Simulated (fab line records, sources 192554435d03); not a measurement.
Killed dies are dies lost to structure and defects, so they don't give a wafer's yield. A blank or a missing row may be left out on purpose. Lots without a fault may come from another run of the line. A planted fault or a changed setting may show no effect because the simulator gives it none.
Chamber matching | flow n5_finfet | N5_BEOL_M0_STRIP_142 on rie_diel-01: 4 sister chambers
The step strips in N2/H2, time 10 s. 24 wafers are shown with their chamber, then 12 later ones without.

WAFERS WITH THEIR CHAMBER
wafer  | chamber | drypump_motor_current_A (A) | showerhead_plenum_p_Torr (Torr) | throttle_valve_pct (%)
L074.1 | 3       | 5.9                         | 2.64                            | 23.76
L074.2 | 1       | 5.2                         | 2.54                            | 23.64
L074.3 | 0       | 6.0                         | 2.47                            | 23.35
L074.4 | 2       | 5.4                         | 2.57                            | 23.28
L074.5 | 0       | 6.0                         | 2.47                            | 23.36
L074.6 | 3       | 5.9                         | 2.64                            | 23.75
L077.2 | 2       | 5.4                         | 2.56                            | 23.31
L077.3 | 1       | 5.2                         | 2.54                            | 23.64
L077.4 | 0       | 6.0                         | 2.47                            | 23.36
L078.2 | 0       | 6.0                         | 2.47                            | 23.36
L078.3 | 1       | 5.2                         | 2.54                            | 23.65
L078.4 | 3       | 5.9                         | 2.64                            | 23.75
L081.1 | 2       | 5.4                         | 2.56                            | 23.30
L081.2 | 0       | 6.0                         | 2.47                            | 23.39
L081.3 | 3       | 5.9                         | 2.63                            | 23.78
L081.4 | 1       | 5.2                         | 2.54                            | 23.65
L081.5 | 0       | 6.0                         | 2.47                            | 23.39
L081.6 | 1       | 5.2                         | 2.54                            | 23.66
L082.1 | 2       | 5.4                         | 2.56                            | 23.30
L082.2 | 3       | 5.9                         | 2.63                            | 23.76
L082.3 | 1       | 5.2                         | 2.54                            | 23.65
L085.1 | 0       | 6.0                         | 2.46                            | 23.40
L085.4 | 2       | 5.4                         | 2.56                            | 23.32
L085.5 | 3       | 6.0                         | 2.63                            | 23.79

SIGNATURES (means of the wafers above)
reading                  | chamber 0 | chamber 1 | chamber 2 | chamber 3 | scatter within a chamber
drypump_motor_current_A  | 6.000     | 5.200     | 5.400     | 5.917     | 0.0204
showerhead_plenum_p_Torr | 2.4686    | 2.5400    | 2.5620    | 2.6350    | 0.00397
throttle_valve_pct       | 23.3729   | 23.6483   | 23.3020   | 23.7650   | 0.0156
Rule: a wafer's distance from a chamber is the root of the sum, over the readings, of the square of ((its reading less the chamber's mean) divided by the reading's scatter). The wafer belongs to the nearest chamber; if the next one is less than 2 further off, it can't be placed. The scatter: the root of (the sum of the squares of (reading less its chamber's mean) over the shown wafers, divided by (wafers less chambers)).

WAFERS WITHOUT THEIR CHAMBER
wafer  | drypump_motor_current_A (A) | showerhead_plenum_p_Torr (Torr) | throttle_valve_pct (%)
L089.1 | 5.2                         | 2.53                            | 23.66
L089.4 | 5.4                         | 2.55                            | 23.34
L089.6 | 6.0                         | 2.63                            | 23.79
L093.2 | 5.9                         | 2.62                            | 23.80
L093.3 | 5.4                         | 2.55                            | 23.34
L093.5 | 5.2                         | 2.52                            | 23.70
L095.1 | 5.2                         | 2.52                            | 23.68
L095.2 | 5.4                         | 2.55                            | 23.34
L095.5 | 5.4                         | 2.55                            | 23.33
L096.2 | 6.0                         | 2.45                            | 23.43
L096.4 | 5.9                         | 2.62                            | 23.80
L096.6 | 5.2                         | 2.52                            | 23.69

WHICH CHAMBER EACH WENT THROUGH
wafer  | from the rows above | in truth
L089.1 | 1                   | 1
L089.4 | 2                   | 2
L089.6 | 3                   | 3
L093.2 | 3                   | 3
L093.3 | 2                   | 2
L093.5 | 1                   | 1
L095.1 | 1                   | 1
L095.2 | 2                   | 2
L095.5 | 2                   | 2
L096.2 | 0                   | 0
L096.4 | 3                   | 3
L096.6 | 1                   | 1
Placed correctly: 12 of 12. Can't be placed from these rows: 0. Placed wrongly: 0.
